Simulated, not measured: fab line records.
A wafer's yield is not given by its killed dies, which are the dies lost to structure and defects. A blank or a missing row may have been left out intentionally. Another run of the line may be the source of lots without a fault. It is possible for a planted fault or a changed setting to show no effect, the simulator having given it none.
Which tool was responsible? | flow nand-harc | Sampling: 15 lots, 45 wafers, 6 of 1302 route steps

## WHAT THE GAUGES SHOWED, per wafer
NHARC_P_CONTACT_INSPECT_27.
lot  | measured     | on                | raw-defect-count
L804 | day 6 05:28  | defect-inspect-02 | 271 358 495
L807 | day 7 06:53  | defect-inspect-02 | 437 218 357
L808 | day 7 13:38  | defect-inspect-02 | 257 261 446
L809 | day 8 02:17  | defect-inspect-01 | 564 190 370
L810 | day 8 11:26  | defect-inspect-01 | 151 194 146
L812 | day 9 04:57  | defect-inspect-01 | 216 577 269
L813 | day 10 05:31 | defect-inspect-01 | 289 352 529
L814 | day 10 07:55 | defect-inspect-01 | 201 193 161
L815 | day 10 14:29 | defect-inspect-01 | 254 455 287
L816 | day 11 05:05 | defect-inspect-02 | 374 215 210
L817 | day 11 05:28 | defect-inspect-01 | 164 177 278
L818 | day 12 04:38 | defect-inspect-02 | 152 185 143
L819 | day 12 06:32 | defect-inspect-02 | 408 367 229
L826 | day 15 03:07 | defect-inspect-01 | 221 411 385
L827 | day 15 13:17 | defect-inspect-01 | 275 443 320

NHARC_P_M0_THK_MEAS_24: measures by xrf.
lot  | measured     | on            | thk-nm (nm)
L804 | day 6 08:54  | film-metro-02 | 118.1 118.2 115.3
L807 | day 7 10:23  | film-metro-02 | 115.4 117.1 115.2
L808 | day 7 16:55  | film-metro-02 | 117.8 120.5 119.2
L809 | day 8 05:33  | film-metro-02 | 114.9 115.5 113.2
L810 | day 8 14:52  | film-metro-02 | 118.2 115.6 116.6
L812 | day 9 08:29  | film-metro-02 | 114.1 118.0 117.8
L813 | day 10 08:56 | film-metro-01 | 115.4 116.2 116.4
L814 | day 10 11:20 | film-metro-02 | 116.5 119.0 116.8
L815 | day 10 18:09 | film-metro-01 | 117.3 116.9 118.6
L816 | day 11 08:20 | film-metro-01 | 31.0 30.6 31.2
L817 | day 11 08:52 | film-metro-01 | 30.4 30.9 30.3
L818 | day 12 08:13 | film-metro-02 | 29.5 30.0 29.5
L819 | day 12 09:58 | film-metro-02 | 118.5 116.7 116.3
L826 | day 15 06:38 | film-metro-02 | 116.0 117.4 118.0
L827 | day 15 17:14 | film-metro-01 | 116.1 117.6 116.7

## TOOL THAT RAN EACH LOT (tool first, then ch and the chambers of the sampled wafers, then the start)
lot  | NHARC_P_CONTACT_CMP_24        | NHARC_P_M0_ETCH_15                            | NHARC_P_M0_ECD_22              | NHARC_P_M0_CMP_23
L804 | cmp-01 ch 0,1,3, day 6 05:04  | rie-diel-01 ch 0,1,3, day 6 07:50 or earlier  | ecd-cu-02 ch 0,1, day 6 07:50  | cmp-04 ch 0,1,3, day 6 08:35
L807 | cmp-02 ch 0,2,3, day 7 06:29  | rie-diel-04 ch 0,2,3, day 7 09:20 or earlier  | ecd-cu-02 ch 0,1, day 7 09:20  | cmp-01 ch 0,1,3, day 7 10:04
L808 | cmp-03 ch 0,3, day 7 13:13    | rie-diel-05 ch 0,1,3, day 7 15:53 or earlier  | ecd-cu-01 ch 1, day 7 15:53    | cmp-03 ch 0,1,2, day 7 16:40
L809 | cmp-02 ch 1,2, day 8 01:53    | rie-diel-04 ch 0,3, day 8 04:38 or earlier    | ecd-cu-02 ch 0,1, day 8 04:38  | cmp-04 ch 0,2,3, day 8 05:18
L810 | cmp-03 ch 0,2,3, day 8 11:02  | rie-diel-01 ch 0,1,2, day 8 13:50 or earlier  | ecd-cu-02 ch 0,1, day 8 13:50  | cmp-03 ch 1,2,3, day 8 14:34
L812 | cmp-03 ch 0,1,2, day 9 04:37  | rie-diel-01 ch 2,3, day 9 07:27 or earlier    | ecd-cu-02 ch 0,1, day 9 07:27  | cmp-04 ch 0,1, day 9 08:10
L813 | cmp-01 ch 0,2,3, day 10 05:08 | rie-diel-05 ch 2,3, day 10 07:57 or earlier   | ecd-cu-02 ch 0,1, day 10 07:57 | cmp-04 ch 0,3, day 10 08:37
L814 | cmp-01 ch 1,3, day 10 07:33   | rie-diel-05 ch 1,2,3, day 10 10:20 or earlier | ecd-cu-02 ch 0,1, day 10 10:20 | cmp-03 ch 0,2,3, day 10 11:04
L815 | cmp-01 ch 0,1,3, day 10 14:05 | rie-diel-04 ch 0,2,3, day 10 17:07 or earlier | ecd-cu-01 ch 0,1, day 10 17:07 | cmp-01 ch 0,1,2, day 10 17:50
L816 | cmp-01 ch 1,2,3, day 11 04:40 | rie-diel-05 ch 1,3, day 11 07:22 or earlier   | ecd-cu-01 ch 0,1, day 11 07:22 | cmp-04 ch 0,1,3, day 11 08:02
L817 | cmp-02 ch 1,2,3, day 11 05:04 | rie-diel-04 ch 0,1,3, day 11 07:53 or earlier | ecd-cu-01 ch 0,1, day 11 07:53 | cmp-01 ch 0,1,3, day 11 08:34
L818 | cmp-01 ch 0,2, day 12 04:13   | rie-diel-05 ch 1,2,3, day 12 07:10 or earlier | ecd-cu-01 ch 1, day 12 07:10   | cmp-03 ch 0,1,2, day 12 07:53
L819 | cmp-02 ch 0,1,2, day 12 06:08 | rie-diel-01 ch 1,2,3, day 12 08:56 or earlier | ecd-cu-01 ch 0,1, day 12 08:56 | cmp-04 ch 1,2,3, day 12 09:41
L826 | cmp-02 ch 0,2,3, day 15 02:44 | rie-diel-04 ch 0,1,2, day 15 05:42 or earlier | ecd-cu-01 ch 0,1, day 15 05:42 | cmp-03 ch 1,2, day 15 06:19
L827 | cmp-03 ch 1,2, day 15 12:52   | rie-diel-05 ch 0,1,3, day 15 16:06 or earlier | ecd-cu-02 ch 1, day 15 16:06   | cmp-04 ch 0,2,3, day 15 16:55
- NHARC_P_CONTACT_CMP_24: polishes, t overpolish 30 s, target thk 200 nm.
- NHARC_P_M0_ETCH_15: etches the open film in C4F8/Ar, target depth 150 nm, overetch 15 nm, time 82.5 s.
- NHARC_P_M0_ECD_22: material Cu, target thk 400 nm.
- NHARC_P_M0_CMP_23: polishes, t overpolish 20 s, target thk 117.54 nm.

## WHAT THE TOOLS THEMSELVES READ (means of the sampled wafers that have a number; where no wafer has one, the mark that the record gives instead)
NHARC_P_CONTACT_CMP_24.
lot  | tool   | motor-current-A (A) | overpolish-run-s (s) | slurry-filter-dp-kPa (kPa) | slurry-flow-ml-min | time-to-endpoint-s (s)
L804 | cmp-01 | 11.8                | 29.994               | 13.54                      | 149.1              | 37.9
L807 | cmp-02 | 12.0                | 30.008               | 13.48                      | 150.1              | 40.5
L808 | cmp-03 | 12.0                | 29.999               | 13.39                      | 149.6              | 41.2
L809 | cmp-02 | 12.0                | 29.995               | 13.51                      | 150.4              | 37.6
L810 | cmp-03 | 11.6                | 30.006               | 13.53                      | 149.6              | 39.1
L812 | cmp-03 | 11.6                | 29.996               | 13.37                      | 150.3              | 38.9
L813 | cmp-01 | 11.6                | 29.997               | 13.46                      | 150.2              | 41.3
L814 | cmp-01 | 11.7                | 29.996               | 13.61                      | 150.4              | 41.6
L815 | cmp-01 | 12.2                | 29.993               | 13.42                      | 149.7              | 40.6
L816 | cmp-01 | 11.7                | 30.002               | 13.44                      | 149.7              | 40.8
L817 | cmp-02 | 12.2                | 29.996               | 13.63                      | 150.2              | 38.5
L818 | cmp-01 | 12.3                | 30.001               | 13.46                      | 150.0              | 40.6
L819 | cmp-02 | 11.9                | 30.009               | 13.42                      | 150.0              | 41.6
L826 | cmp-02 | 12.4                | 30.000               | 13.54                      | 150.0              | 34.7
L827 | cmp-03 | 12.3                | 29.996               | 13.58                      | 150.4              | 37.3

NHARC_P_M0_ETCH_15.
lot  | tool        | bias-w (W) | oes-product-au (a.u.) | rf-vpp-V (V)
L804 | rie-diel-01 | 300.6      | 0.967                 | 438.4
L807 | rie-diel-04 | 300.3      | 0.930                 | 439.2
L808 | rie-diel-05 | 300.3      | 0.966                 | 440.8
L809 | rie-diel-04 | 300.4      | 0.920                 | 437.8
L810 | rie-diel-01 | 299.7      | 0.969                 | 439.3
L812 | rie-diel-01 | 300.7      | 0.932                 | 436.3
L813 | rie-diel-05 | 300.7      | 0.970                 | 437.3
L814 | rie-diel-05 | 299.9      | 0.982                 | 438.8
L815 | rie-diel-04 | 299.9      | 0.971                 | 438.7
L816 | rie-diel-05 | 300.0      | 0.971                 | 441.9
L817 | rie-diel-04 | 299.1      | 0.966                 | 438.1
L818 | rie-diel-05 | 299.6      | 0.976                 | 438.9
L819 | rie-diel-01 | 300.2      | 0.966                 | 440.9
L826 | rie-diel-04 | 300.1      | 0.923                 | 439.1
L827 | rie-diel-05 | 299.9      | 0.965                 | 441.0

NHARC_P_M0_ECD_22.
lot  | tool      | bath-heat-duty-pct (%) | bath-temp-c (C)
L804 | ecd-cu-02 | 5.8                    | 25.07
L807 | ecd-cu-02 | 5.8                    | 24.93
L808 | ecd-cu-01 | 6.8                    | 25.06
L809 | ecd-cu-02 | 5.9                    | 25.06
L810 | ecd-cu-02 | 6.1                    | 24.86
L812 | ecd-cu-02 | 6.5                    | 24.96
L813 | ecd-cu-02 | 6.3                    | 25.02
L814 | ecd-cu-02 | 5.9                    | 25.06
L815 | ecd-cu-01 | 6.5                    | 24.95
L816 | ecd-cu-01 | -                      | -
L817 | ecd-cu-01 | -                      | -
L818 | ecd-cu-01 | -                      | -
L819 | ecd-cu-01 | 6.9                    | 25.01
L826 | ecd-cu-01 | 6.6                    | 24.94
L827 | ecd-cu-02 | 6.0                    | 25.11

NHARC_P_M0_CMP_23.
lot  | tool   | motor-current-A (A) | slurry-filter-dp-kPa (kPa) | slurry-flow-ml-min | time-to-endpoint-s (s)
L804 | cmp-04 | 11.7                | 13.43                      | 150.2              | 30.7
L807 | cmp-01 | 12.2                | 13.57                      | 149.7              | 28.3
L808 | cmp-03 | 11.4                | 13.43                      | 150.0              | 29.8
L809 | cmp-04 | 12.1                | 13.46                      | 150.2              | 27.8
L810 | cmp-03 | 12.3                | 13.40                      | 150.7              | 29.7
L812 | cmp-04 | 13.0                | 13.55                      | 149.9              | 28.1
L813 | cmp-04 | 12.7                | 13.47                      | 150.3              | 26.8
L814 | cmp-03 | 11.5                | 13.42                      | 150.3              | 28.0
L815 | cmp-01 | 11.9                | 13.48                      | 150.3              | 30.0
L816 | cmp-04 | 12.0                | 13.50                      | 150.0              | 0.0
L817 | cmp-01 | 12.1                | 13.42                      | 149.9              | 2.9
L818 | cmp-03 | 11.6                | 13.41                      | 149.7              | 4.9
L819 | cmp-04 | 10.5                | 13.47                      | 150.3              | 24.4
L826 | cmp-03 | 12.0                | 13.42                      | 150.2              | 23.8
L827 | cmp-04 | 11.9                | 13.56                      | 149.6              | 28.7

## THE ANSWER, worked out from the rows above alone
Rule: what is usual is taken from the lots themselves. Put in order of their means at a reading, lots are off if they are a third of the lots or fewer, leave a main group of 4 or more, and stand apart from it by a gap of 3 or more times the standard deviation of the main group's means; of several such gaps the widest counts. The tables above print the reading to a certain number of digits; a main group whose means all agree to those digits is not used. Also off: a lot with no number at a reading for which 4 or more lots have one. Where the step has rows for the other lots, those lots are counted as sound. First the gauges in route order, then the tools' own readings, where a lot's mean is used as printed above. At the first step where some lot is off, the reading lying furthest off is the one used; lots without a number count as furthest.
Off, at NHARC_P_M0_THK_MEAS_24 on thk-nm: L816, L817, L818. Mean 116.9 nm and standard deviation 1.1 in the main group.
If a tool, at a process step before that reading, ran all the lots that are off and no sound lot after the first of them, it fits. The gauges at NHARC_P_M0_THK_MEAS_24 aren't tried: what is off there is off at NHARC_P_M0_ECD_22 too, on other tools, and a gauge's error can't cause that. NHARC_P_M0_ETCH_15 gives no start for some lots, so the hours and the order of its lots are those of NHARC_P_M0_ECD_22. Of those tried, none fits.

## WHAT THE SIMULATOR HAD INSERTED
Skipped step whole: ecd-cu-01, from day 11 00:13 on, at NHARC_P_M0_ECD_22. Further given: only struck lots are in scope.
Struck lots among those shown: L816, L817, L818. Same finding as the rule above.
